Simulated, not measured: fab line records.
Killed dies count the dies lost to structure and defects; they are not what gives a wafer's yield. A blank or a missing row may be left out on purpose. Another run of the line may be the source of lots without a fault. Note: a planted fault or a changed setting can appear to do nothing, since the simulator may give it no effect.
fab line records	flow n5_finfet
record: lots: 7	wafers: 39
route steps=1938 shown SD_EPI_N@288 SD_EPI_P@321 MOL_CONTACT_COAG@559 BEOL_M1@838 BEOL_M9@1446
start_h: hours from the record's opening day to when the first of the lot's shown wafers began	wait_h: hours elapsed since this lot's preceding step	" as in the row above	L1.1+2: one row covering several wafers at once	- value missing, or start not given	* or withheld: withheld	< > ~ a bound
route shown NAME@n: NAME is a module with steps in the file, n the number in the route of the first one	usual: mean/standard deviation taken from wafers without a fault	same: alike in all rows	chamber/n: place in a boat	sites: the reading at each site	_std_site: standard deviation across them	_edge_site: mean of outer sites minus mean of inner sites	radius_mm: for every site, how far away it sits from the centre of the wafer	mask NAME#n: copy n	behind: the most recent tool/chamber to have shaped the wafer	hold: cause of the lot's hold/its duration in hours/its outcome	device: whichever transistor did not switch (one of n, p or np)	end of line: the same wafers' tests at the end of the route	a step without rows: its recipe alone	killed: not the wafer's yield, but the dies lost to structure and defects at the first sort	map: dies across one wafer; x = killed, . = not, _ = none there
set.NAME: the run value of the setting; set.NAME@STEP: its run value at that earlier step	model.NAME: the simulator's own value behind a step, which no gauge read
one table per step and one row per wafer, for lots whose settings were changed on purpose
== steps ==
step: N5_SD_EPI_N_EPI_21
recipe: material: Si:P	dopant: P	temp_c: 680	pressure_torr: 255	time_s: 690
lot.wafer	tool	chamber	start_h	wait_h	set.epi_growth_time_s	model.Si-P_of_SD_EPI_N_EPI_21.thk_nm
L076.1	epi_rpcvd-03	0	62.73	0.1	690	58.6
L076.2+5	"	0	"	"	291.6	26.6
L076.3	"	0	"	"	291.6	26.8
L076.4	"	0	"	"	690	59
L076.6	"	0	"	"	690	59.2
L080.1	epi_rpcvd-03	0	86.13	0.1	558.2	51.4
L080.2	"	0	"	"	690	59.8
L080.3	"	0	"	"	558.2	51.8
L080.4	"	0	"	"	558.2	51.6
L080.5	"	0	"	"	690	60
L080.6	"	0	"	"	690	59.6
L087.1	epi_rpcvd-04	0	133.04	0.1	690	59
L087.2	"	0	"	"	974.9	77
L087.3	"	0	"	"	690	59.2
L087.4	"	0	"	"	974.9	76
L087.5	"	0	"	"	690	58.8
L087.6	"	0	"	"	974.9	76.2
L090.1	epi_rpcvd-03	0	147.92	0.1	690	60
L090.2	"	0	"	"	690	59.6
L090.3+6	"	0	"	"	690	59
L090.4	"	0	"	"	690	58.4
L090.5	"	0	"	"	690	58.8
L091.1	epi_rpcvd-04	0	155.09	0.2	1049	79.8
L091.2	"	0	"	"	690	58.2
L091.3	"	0	"	"	1049	79.4
L091.4	"	0	"	"	690	59
L091.5	"	0	"	"	690	58
L091.6	"	0	"	"	1049	78.8
L094.1	epi_rpcvd-01	0	174.82	0.2	406.6	37.6
L094.2	"	0	"	"	406.6	37.2
L094.3+6	"	0	"	"	690	58.2
L094.4	"	0	"	"	406.6	37
L094.5	"	0	"	"	690	59.2
L097.3+6	epi_rpcvd-03	0	196.58	1.2	690	59
L097.5	"	0	"	"	690	59.2
step: N5_SD_EPI_N_EPI_MEAS_23
recipe: mode: xrd
usual: thk_nm: 58.8/1.2
lot.wafer	tool	chamber	start_h	wait_h	set.epi_growth_time_s@SD_EPI_N_EPI_21	thk_nm
L076.1	film_metro-01	-	64.45	1.4	690	58.6
L076.2	"	-	"	"	291.6	26.5
L076.3	"	-	"	"	291.6	26.9
L076.4	"	-	"	"	690	59.1
L076.5	"	-	"	"	291.6	25.3
L076.6	"	-	"	"	690	58.0
L080.1	film_metro-01	-	87.84	1.4	558.2	52.2
L080.2	"	-	"	"	690	58.9
L080.3	"	-	"	"	558.2	52.3
L080.4	"	-	"	"	558.2	51.4
L080.5	"	-	"	"	690	60.1
L080.6	"	-	"	"	690	61.5
L087.1	film_metro-02	-	134.75	1.4	690	58.9
L087.2	"	-	"	"	974.9	76.2
L087.3	"	-	"	"	690	60.6
L087.4	"	-	"	"	974.9	76.8
L087.5	"	-	"	"	690	58.4
L087.6	"	-	"	"	974.9	76.1
L090.1	film_metro-02	-	149.63	1.4	690	59.1
L090.2	"	-	"	"	690	61.1
L090.3	"	-	"	"	690	59.8
L090.4	"	-	"	"	690	57.1
L090.5	"	-	"	"	690	58.5
L090.6	"	-	"	"	690	58.3
L091.1	film_metro-01	-	157.37	1.9	1049	79.3
L091.2	"	-	"	"	690	57.8
L091.3	"	-	"	"	1049	78.1
L091.4	"	-	"	"	690	57.5
L091.5	"	-	"	"	690	58.9
L091.6	"	-	"	"	1049	78.1
L094.1	film_metro-02	-	177.09	1.9	406.6	37.0
L094.2	"	-	"	"	406.6	37.0
L094.3	"	-	"	"	690	57.3
L094.4	"	-	"	"	406.6	36.3
L094.5	"	-	"	"	690	58.7
L094.6	"	-	"	"	690	56.9
L097.3	film_metro-02	-	198.61	1.5	690	60.2
L097.5	"	-	"	"	690	59.7
L097.6	"	-	"	"	690	58.9
step: N5_SD_EPI_N_PRECLEAN_24
recipe: chemistry: O3/DIW	time_s: 60	temp_c: 22	o3_ppm: 10
step: N5_SD_EPI_N_SRD_25
recipe: time_s: 30	temp_c: 23	rinse_liquid: diw	dry: ipa_marangoni
step: N5_SD_EPI_P_EPI_21
recipe: material: SiGe:B	dopant: B	temp_c: 550	pressure_torr: 20	ambient: H2	time_s: 355
step: N5_SD_EPI_P_HM_STRIP_48
recipe: chemistry: H3PO4	temp_c: 160	material: SiNx	target: SiNx	target_depth_a: 30	overetch_fraction: 0.3
lot.wafer	tool	chamber	start_h	wait_h	set.epi_growth_time_s@SD_EPI_N_EPI_21	model.Si-P_of_SD_EPI_N_EPI_21.thk_nm
L076.1	wet_bench-05	4	69.75	0.0	690	58
L076.2	"	2	"	"	291.6	26.2
L076.3+5	"	7,3	"	"	291.6	26.4
L076.4+6	"	1,0	"	"	690	58.4
L080.1	wet_bench-05	3	93.56	0.0	558.2	50.8
L080.2	"	7	"	"	690	59.2
L080.3	"	1	"	"	558.2	51.2
L080.4	"	0	"	"	558.2	51
L080.5	"	2	"	"	690	59.4
L080.6	"	4	"	"	690	59
L087.1	wet_bench-04	3	140.18	0.0	690	58.4
L087.2	"	0	"	"	974.9	76.2
L087.3	"	5	"	"	690	58.6
L087.4+6	"	7,4	"	"	974.9	75.2
L087.5	"	6	"	"	690	58.2
L090.1	wet_bench-05	2	156.02	0.0	690	59.2
L090.2	"	3	"	"	690	58.8
L090.3+6	"	4,7	"	"	690	58.4
L090.4	"	0	"	"	690	57.6
L090.5	"	1	"	"	690	58.2
L091.1	wet_bench-02	3	161.87	0.0	1049	79
L091.2	"	2	"	"	690	57.6
L091.3	"	7	"	"	1049	78.6
L091.4	"	4	"	"	690	58.4
L091.5	"	1	"	"	690	57.4
L091.6	"	0	"	"	1049	78
L094.1	wet_bench-02	3	182.63	0.0	406.6	37
L094.2	"	5	"	"	406.6	36.8
L094.3+6	"	6,7	"	"	690	57.6
L094.4	"	4	"	"	406.6	36.6
L094.5	"	0	"	"	690	58.6
L097.3+6	wet_bench-05	2,7	205.84	0.0	690	58.4
L097.5	"	1	"	"	690	58.6
step: N5_MOL_CONTACT_COAG_ALD_27
recipe: material: SiOC	target_thk_a: 170	temp_c: 400	ald_precursor_family: carbosiloxane	ald_co_reactant: H2-plasma	pulse_time_s: 1.5	time_s: 2720	purge_time_s: 2	co_reactant_purge_time_s: 2	ald_cycles: 340	pressure_torr: 2
lot.wafer	tool	chamber	start_h	wait_h	set.ald_cycles	model.SiOC_of_MOL_CONTACT_COAG_ALD_27.thk_nm
L076.1+2	ald_sin-02	3,1	104.27	0.0	411	20.6
L076.3+4+6	"	2,0,2	"	"	340	17
L076.5	"	3	"	"	411	20.4
L080.1+2+4	ald_sin-04	3,2,0	131.48	0.0	429	21.4
L080.3+5+6	"	1,3,2	"	"	340	17
L087.1+2+3+5+6	ald_sin-04	2,3,0,2,3	177.83	0.3	340	17
L087.4	"	1	"	"	340	16.8
L090.1	ald_sin-04	2	195.12	0.2	340	17.2
L090.2+4	"	3,2	"	"	260	13
L090.3	"	0	"	"	260	13.2
L090.5+6	"	3,0	"	"	340	17
L091.1	ald_sin-02	2	201.51	0.4	451	22.6
L091.2+6	"	1,2	"	"	340	17.2
L091.3	"	3	"	"	340	17
L091.4+5	"	0,1	"	"	451	22.8
L094.1+3+4	ald_sin-03	1,0,1	222.55	0.0	340	17
L094.2	"	2	"	"	180	9
L094.5	"	2	"	"	180	9.2
L094.6	"	0	"	"	180	8.8
L097.3	ald_sin-02	0	243.23	0.0	340	17.2
L097.5+6	"	1,2	"	"	340	17
step: N5_MOL_CONTACT_COAG_ALD_133
recipe: material: SiO2	target_thk_a: 50	temp_c: 100	ald_precursor_family: BDEAS	ald_co_reactant: O2-plasma	pulse_time_s: 1	co_reactant_pulse_time_s: 1	purge_time_s: 2	co_reactant_purge_time_s: 2	ald_cycles: 35	pressure_torr: 2
lot.wafer	tool	chamber	start_h	wait_h	set.ald_cycles	model.SiO2_of_MOL_CONTACT_COAG_ALD_133.thk_nm
L076.1+5+6	ald_sin-04	0,0,1	112.36	1.0	35	5
L076.2+3+4	"	1,3,2	"	"	22	3.2
L080.1+5+6	ald_sin-04	3,3,0	136.67	0.1	46	6.6
L080.2+3+4	"	0,2,1	"	"	35	5
L087.1+2+5	ald_sin-04	3,2,3	185.91	0.2	35	5
L087.3+4+6	"	0,0,2	"	"	49	7
L090.1+3+5	ald_sin-02	1,0,1	200.64	0.1	35	5
L090.2+4	"	2,3	"	"	41	6
L090.6	"	2	"	"	41	5.8
L091.1+2+3+4+5+6	ald_sin-04	0,3,2,0,3,2	205.98	0.1	35	5
L094.1+5+6	ald_sin-02	3,0,1	226.80	0.1	52	7.4
L094.2+3+4	"	0,2,1	"	"	35	5
L097.3+5+6	ald_sin-02	3,3,2	247.68	0.2	35	5
step: N5_BEOL_M1_DEP_57
recipe: material: SiCN	target_thk_a: 80	temp_c: withheld	precursor: 3MS/NH3	pressure_torr: 3	rf_w: 202	time_s: 14
lot.wafer	tool	chamber	start_h	wait_h	set.time_s	model.SiCN_of_BEOL_M1_DEP_57.thk_nm
L076.1	pecvd-01	2	146.62	0.0	14	8
L076.2+6	"	1,2	"	"	9.38	5.6
L076.3+5	"	1	"	"	14	8.2
L076.4	"	2	"	"	9.38	5.4
L080.1+2	pecvd-04	1,0	169.09	0.0	14	8.2
L080.3+4+5+6	"	2,0,1,2	"	"	14	8.4
L087.1+4	pecvd-04	1	219.06	0.0	6.876	4
L087.2+5+6	"	0,0,1	"	"	14	8
L087.3	"	0	"	"	6.876	4.2
L090.1	pecvd-04	1	235.20	0.0	8.496	4.8
L090.2	"	0	"	"	14	8
L090.3	"	1	"	"	14	8.2
L090.4+6	"	0	"	"	8.496	5.2
L090.5	"	1	"	"	14	7.8
L091.1+4+5	pecvd-01	2,0,2	236.26	0.0	14	8
L091.2	"	0	"	"	14	7.8
L091.3+6	"	1	"	"	14	8.2
L094.1+4+6	pecvd-04	2,1,2	254.07	0.0	21.56	12.4
L094.2+3	"	1,0	"	"	14	8
L094.5	"	0	"	"	14	8.2
L097.3+6	pecvd-04	1,2	279.20	0.0	14	8
L097.5	"	0	"	"	14	8.2
step: N5_BEOL_M9_TRENCH_ETCH_37
recipe: chemistry: C4F6/O2	target_depth_a: 1514.3	target: SiCOH_lowk	time_s: 49	ion_energy_ev: 250	pressure_mtorr: 30	source_w: 345	bias_w: 185	Ar_flow_sccm: 300	C4F6_flow_sccm: 10	O2_flow_sccm: 10
lot.wafer	tool	chamber	start_h	wait_h	set.target_depth_a	model.BEOL_M9.feature_depth_nm	model.etch.depth_nm	model.TiN_of_BEOL_M9_HM_DEP_02.thk_nm
L076.1	rie_diel-06	3	-	-	1514.3	151.8	151.7	16.2
L076.2	"	2	"	"	839.8	84.2	84.3	18.2
L076.3	"	1	"	"	839.8	83.2	83.21	17.8
L076.4	"	0	"	"	1514.3	148.2	148.2	16
L076.5	"	3	"	"	1514.3	153	152.9	16.2
L076.6	"	2	"	"	839.8	84.4	84.41	18
L080.1	rie_diel-01	1	-	-	1514.3	150.4	150.4	16.2
L080.2	"	3	"	"	1137	110.6	110.6	17.2
L080.3	"	0	"	"	1514.3	147.8	147.8	16.2
L080.4	"	3	"	"	1514.3	147.4	147.4	16.4
L080.5	"	0	"	"	1137	111.2	111.2	17.4
L080.6	"	1	"	"	1137	113.4	113.5	17.2
L087.1	rie_diel-06	3	-	-	2091	210.8	210.9	14.6
L087.2	"	2	"	"	1514.3	151.2	151.2	16
L087.3	"	1	"	"	1514.3	150.6	150.6	15.8
L087.4	"	0	"	"	2091	204.4	204.4	14.8
L087.5	"	3	"	"	1514.3	153.2	153.2	16
L087.6	"	2	"	"	2091	209.2	209.2	14.6
L090.1	rie_diel-04	1	-	-	2220	231.8	231.9	13.6
L090.2	"	0	"	"	2220	218.6	218.6	13.6
L090.3	"	3	"	"	1514.3	150.8	150.8	15.8
L090.4	"	2	"	"	2220	214.6	214.6	14.6
L090.5	"	2	"	"	1514.3	147.2	147.3	15.8
L090.6	"	1	"	"	1514.3	157.6	157.6	15.4
L091.1	rie_diel-06	1	-	-	785.6	80	79.97	17.8
L091.2	"	3	"	"	785.6	79.8	79.79	17.6
L091.3	"	2	"	"	1514.3	154.8	154.8	16
L091.4	"	0	"	"	1514.3	150.2	150.3	16
L091.5	"	3	"	"	1514.3	153.2	153.3	15.8
L091.6	"	2	"	"	785.6	79	78.99	18.4
L094.1	rie_diel-01	3	-	-	1514.3	154.4	154.4	15.4
L094.2	"	0	"	"	1742	168.4	168.5	16
L094.3	"	1	"	"	1514.3	151	150.9	16
L094.4	"	2	"	"	1742	168.4	168.5	15.8
L094.5	"	0	"	"	1514.3	144.8	144.8	16
L094.6	"	3	"	"	1742	178.8	178.7	15.4
L097.3	rie_diel-01	3	-	-	1514.3	155.6	155.5	15.6
L097.5	"	3	"	"	1514.3	155.4	155.4	15.8
L097.6	"	1	"	"	1514.3	151.4	151.4	16
step: N5_BEOL_M9_ETCH_41
recipe: chemistry: CH3F/O2	target: SiCN	target_depth_a: 366	taper_deg: 2	time_s: 70.1	ion_energy_ev: 120	mask_material: TiN	pressure_mtorr: 30	source_w: 395	bias_w: 75	Ar_flow_sccm: 150	CH3F_flow_sccm: 30	O2_flow_sccm: 20
step: N5_BEOL_M9_STRIP_80
recipe: chemistry: N2/H2	time_s: 10	power_w: 450	temp_c: 40	pressure_mtorr: 20	rf_frequency_hz: 6e+07	bias_power_w: 7	n2_flow_sccm: 200	h2_flow_sccm: 200
step: N5_BEOL_M9_OCD_MEAS_38
usual: trench_depth_nm: 150.9/2.9
lot.wafer	tool	chamber	start_h	wait_h	set.target_depth_a@BEOL_M9_TRENCH_ETCH_37	trench_depth_nm
L076.1	ocd-01	-	230.79	-	1514.3	151.7
L076.2	"	-	"	"	839.8	84.0
L076.3	"	-	"	"	839.8	83.2
L076.4	"	-	"	"	1514.3	148.0
L076.5	"	-	"	"	1514.3	153.2
L076.6	"	-	"	"	839.8	84.4
L080.1	ocd-01	-	258.99	-	1514.3	150.3
L080.2	"	-	"	"	1137	110.3
L080.3	"	-	"	"	1514.3	147.2
L080.4	"	-	"	"	1514.3	147.3
L080.5	"	-	"	"	1137	111.1
L080.6	"	-	"	"	1137	113.7
L087.1	ocd-02	-	306.07	-	2091	210.8
L087.2	"	-	"	"	1514.3	151.1
L087.3	"	-	"	"	1514.3	150.4
L087.4	"	-	"	"	2091	204.4
L087.5	"	-	"	"	1514.3	153.0
L087.6	"	-	"	"	2091	209.2
L090.1	ocd-02	-	313.00	-	2220	231.7
L090.2	"	-	"	"	2220	218.6
L090.3	"	-	"	"	1514.3	151.0
L090.4	"	-	"	"	2220	214.6
L090.5	"	-	"	"	1514.3	147.2
L090.6	"	-	"	"	1514.3	157.8
L091.1	ocd-02	-	313.17	-	785.6	79.9
L091.2	"	-	"	"	785.6	79.6
L091.3	"	-	"	"	1514.3	155.5
L091.4	"	-	"	"	1514.3	150.5
L091.5	"	-	"	"	1514.3	153.1
L091.6	"	-	"	"	785.6	79.0
L094.1	ocd-01	-	329.75	-	1514.3	154.6
L094.2	"	-	"	"	1742	168.4
L094.3	"	-	"	"	1514.3	151.2
L094.4	"	-	"	"	1742	168.6
L094.5	"	-	"	"	1514.3	144.8
L094.6	"	-	"	"	1742	178.9
L097.3	ocd-02	-	365.90	-	1514.3	155.9
L097.5	"	-	"	"	1514.3	155.3
L097.6	"	-	"	"	1514.3	151.5
step: N5_BEOL_M9_HM_STRIP_39
recipe: chemistry: peroxide_tin_strip	material: TiN	target_depth_a: 250	temp_c: 50	time_s: 158
step: N5_BEOL_M9_SRD_40
recipe: time_s: 30	temp_c: 23	rinse_liquid: diw	dry: ipa_marangoni
step: N5_BEOL_M9_ECD_50
recipe: material: Cu	target_thk_a: 3180
step: N5_BEOL_M9_ANNEAL_51
recipe: temp_c: 225	time_s: 90	ambient: N2
step: N5_BEOL_M9_CMP_52
recipe: stop_on: SiCOH_lowk	t_overpolish_s: 7	down_force_psi: 1	platen_rpm: 50	clearing_platen_down_force_psi: 1.5	clearing_platen_rpm: 50	post_cmp_clean: cu_alkaline	target_thk_nm: 140	clearing_platen_pad_velocity_m_s: 0.99484	pad_velocity_m_s: 0.99484
lot.wafer	tool	chamber	start_h	wait_h	set.target_depth_a@BEOL_M9_TRENCH_ETCH_37	model.Cu_of_BEOL_M9_ECD_50.thk_nm
L076.2	cmp-01	0	236.05	0.2	839.8	72.6
L076.1+5	"	1,0	"	"	1514.3	141.2
L076.3	"	2	"	"	839.8	71.8
L076.4	"	3	"	"	1514.3	136.4
L076.6	"	1	"	"	839.8	72.4
L080.1	cmp-03	2	261.86	0.3	1514.3	139.6
L080.4	"	3	"	"	1514.3	136.6
L080.3	"	0	"	"	1514.3	139.2
L080.2	"	1	"	"	1137	99.6
L080.6	"	2	"	"	1137	101.8
L080.5	"	3	"	"	1137	100.6
L087.3+5	cmp-02	0,1	307.92	0.2	1514.3	140
L087.4	"	1	"	"	2091	192
L087.1	"	2	"	"	2091	197.8
L087.2	"	3	"	"	1514.3	139
L087.6	"	0	"	"	2091	197.6
L090.1	cmp-03	1	315.30	0.3	2220	219.8
L090.2	"	2	"	"	2220	205.2
L090.4	"	3	"	"	2220	202.6
L090.3	"	0	"	"	1514.3	139.6
L090.6	"	1	"	"	1514.3	145.6
L090.5	"	2	"	"	1514.3	135.4
L091.4	cmp-01	0	316.02	0.1	1514.3	138.4
L091.3	"	1	"	"	1514.3	143.2
L091.1+2	"	2,3	"	"	785.6	68.2
L091.5	"	0	"	"	1514.3	141
L091.6	"	1	"	"	785.6	67.2
L094.1	cmp-01	0	332.29	0.3	1514.3	142.8
L094.4	"	1	"	"	1742	156.6
L094.3	"	2	"	"	1514.3	138.8
L094.2	"	3	"	"	1742	157.2
L094.5	"	0	"	"	1514.3	133
L094.6	"	1	"	"	1742	166.6
L097.3	cmp-01	1	369.35	0.3	1514.3	142.6
L097.6	"	2	"	"	1514.3	138.2
L097.5	"	3	"	"	1514.3	144.2
step: N5_BEOL_M9_THK_MEAS_53
recipe: thk_meas_gauge: xrf	reads: Cu_of_BEOL_M9_ECD_50
usual: M9_THK: 138/3.1
lot.wafer	tool	chamber	start_h	wait_h	set.target_depth_a@BEOL_M9_TRENCH_ETCH_37	M9_THK[nm]
L076.1	film_metro-02	-	236.34	-	1514.3	140
L076.2	"	-	"	"	839.8	72
L076.3	"	-	"	"	839.8	71
L076.4	"	-	"	"	1514.3	136
L076.5	"	-	"	"	1514.3	140
L076.6	"	-	"	"	839.8	72
L080.1	film_metro-02	-	262.16	-	1514.3	138
L080.2	"	-	"	"	1137	99
L080.3	"	-	"	"	1514.3	138
L080.4	"	-	"	"	1514.3	136
L080.5	"	-	"	"	1137	100
L080.6	"	-	"	"	1137	101
L087.1	film_metro-01	-	308.21	-	2091	196
L087.2	"	-	"	"	1514.3	138
L087.3	"	-	"	"	1514.3	138
L087.4	"	-	"	"	2091	190
L087.5	"	-	"	"	1514.3	139
L087.6	"	-	"	"	2091	195
L090.1	film_metro-01	-	315.60	-	2220	220
L090.2	"	-	"	"	2220	205
L090.3	"	-	"	"	1514.3	140
L090.4	"	-	"	"	2220	204
L090.5	"	-	"	"	1514.3	136
L090.6	"	-	"	"	1514.3	145
L091.1	film_metro-02	-	316.32	-	785.6	67
L091.2	"	-	"	"	785.6	67
L091.3	"	-	"	"	1514.3	141
L091.4	"	-	"	"	1514.3	136
L091.5	"	-	"	"	1514.3	139
L091.6	"	-	"	"	785.6	66
L094.1	film_metro-01	-	332.59	-	1514.3	141
L094.2	"	-	"	"	1742	156
L094.3	"	-	"	"	1514.3	137
L094.4	"	-	"	"	1742	154
L094.5	"	-	"	"	1514.3	132
L094.6	"	-	"	"	1742	164
L097.3	film_metro-01	-	369.54	-	1514.3	142
L097.5	"	-	"	"	1514.3	144
L097.6	"	-	"	"	1514.3	137
step: N5_BEOL_M9_PRE_CLEAN_55
recipe: gas: NH3	time_s: 15	temp_c: withheld	rf_power_w: 300
step: N5_BEOL_M9_DEP_56
recipe: material: SiCN	target_thk_a: 150	temp_c: withheld	precursor: 3MS/NH3	pressure_torr: 3	rf_w: 202	time_s: 26.5
step: N5_BEOL_M9_RS_MEAS_57
recipe: thk_meas_gauge: four-point-probe	reads: Cu_of_BEOL_M9_ECD_50+Co_of_BEOL_M9_CVD_78+TaN_of_BEOL_M9_ALD_74
usual: M9_RS: 0.152/0.0036
lot.wafer	tool	chamber	start_h	wait_h	set.target_depth_a@BEOL_M9_TRENCH_ETCH_37	M9_RS[ohm/sq]
L076.1	film_metro-01	-	236.48	0.1	1514.3	0.149
L076.2	"	-	"	"	839.8	0.319
L076.3	"	-	"	"	839.8	0.323
L076.4	"	-	"	"	1514.3	0.155
L076.5	"	-	"	"	1514.3	0.149
L076.6	"	-	"	"	839.8	0.320
L080.1	film_metro-01	-	262.29	0.1	1514.3	0.151
L080.2	"	-	"	"	1137	0.221
L080.3	"	-	"	"	1514.3	0.151
L080.4	"	-	"	"	1514.3	0.155
L080.5	"	-	"	"	1137	0.218
L080.6	"	-	"	"	1137	0.216
L087.1	film_metro-02	-	308.35	0.1	2091	0.104
L087.2	"	-	"	"	1514.3	0.152
L087.3	"	-	"	"	1514.3	0.151
L087.4	"	-	"	"	2091	0.107
L087.5	"	-	"	"	1514.3	0.151
L087.6	"	-	"	"	2091	0.104
L090.1	film_metro-01	-	315.74	0.1	2220	0.092
L090.2	"	-	"	"	2220	0.100
L090.3	"	-	"	"	1514.3	0.151
L090.4	"	-	"	"	2220	0.101
L090.5	"	-	"	"	1514.3	0.156
L090.6	"	-	"	"	1514.3	0.144
L091.1	film_metro-01	-	316.45	0.1	785.6	0.344
L091.2	"	-	"	"	785.6	0.345
L091.3	"	-	"	"	1514.3	0.147
L091.4	"	-	"	"	1514.3	0.153
L091.5	"	-	"	"	1514.3	0.150
L091.6	"	-	"	"	785.6	0.349
L094.1	film_metro-01	-	332.72	0.1	1514.3	0.148
L094.2	"	-	"	"	1742	0.133
L094.3	"	-	"	"	1514.3	0.152
L094.4	"	-	"	"	1742	0.133
L094.5	"	-	"	"	1514.3	0.159
L094.6	"	-	"	"	1742	0.125
L097.3	film_metro-01	-	369.67	0.1	1514.3	0.148
L097.5	"	-	"	"	1514.3	0.146
L097.6	"	-	"	"	1514.3	0.153
== key ==
split: step: N5_SD_EPI_N_EPI_21	setting: epi_growth_time_s	stated: 690	by: wafer
response: step: N5_SD_EPI_N_EPI_21	reading: model.Si-P_of_SD_EPI_N_EPI_21.thk_nm	change: +0.48	per: 1%	r: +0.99
response: step: N5_SD_EPI_N_EPI_MEAS_23	reading: thk_nm	change: *	per: 1%	r: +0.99
response: step: N5_SD_EPI_P_HM_STRIP_48	reading: model.Si-P_of_SD_EPI_N_EPI_21.thk_nm	change: +0.475	per: 1%	r: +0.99
split: step: N5_MOL_CONTACT_COAG_ALD_27	setting: ald_cycles	stated: 340	by: wafer
response: step: N5_MOL_CONTACT_COAG_ALD_27	reading: model.SiOC_of_MOL_CONTACT_COAG_ALD_27.thk_nm	change: +0.17	per: 1%	r: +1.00
split: step: N5_MOL_CONTACT_COAG_ALD_133	setting: ald_cycles	stated: 35	by: wafer
response: step: N5_MOL_CONTACT_COAG_ALD_133	reading: model.SiO2_of_MOL_CONTACT_COAG_ALD_133.thk_nm	change: +0.0498	per: 1%	r: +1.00
split: step: N5_BEOL_M1_DEP_57	setting: time_s	stated: 14	by: wafer
response: step: N5_BEOL_M1_DEP_57	reading: model.SiCN_of_BEOL_M1_DEP_57.thk_nm	change: +0.078	per: 1%	r: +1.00
split: step: N5_BEOL_M9_TRENCH_ETCH_37	setting: target_depth_a	stated: 1514.3	by: wafer
response: step: N5_BEOL_M9_TRENCH_ETCH_37	reading: model.BEOL_M9.feature_depth_nm	change: +1.5	per: 1%	r: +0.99
response: step: N5_BEOL_M9_TRENCH_ETCH_37	reading: model.etch.depth_nm	change: +1.5	per: 1%	r: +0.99
response: step: N5_BEOL_M9_TRENCH_ETCH_37	reading: model.TiN_of_BEOL_M9_HM_DEP_02.thk_nm	change: -0.0381	per: 1%	r: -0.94
response: step: N5_BEOL_M9_OCD_MEAS_38	reading: trench_depth_nm	change: +1.5	per: 1%	r: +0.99
response: step: N5_BEOL_M9_CMP_52	reading: model.Cu_of_BEOL_M9_ECD_50.thk_nm	change: +1.5	per: 1%	r: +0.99
response: step: N5_BEOL_M9_THK_MEAS_53	reading: M9_THK	change: +1.49	per: 1%	r: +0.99
response: step: N5_BEOL_M9_RS_MEAS_57	reading: M9_RS	change: -0.00265	per: 1%	r: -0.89
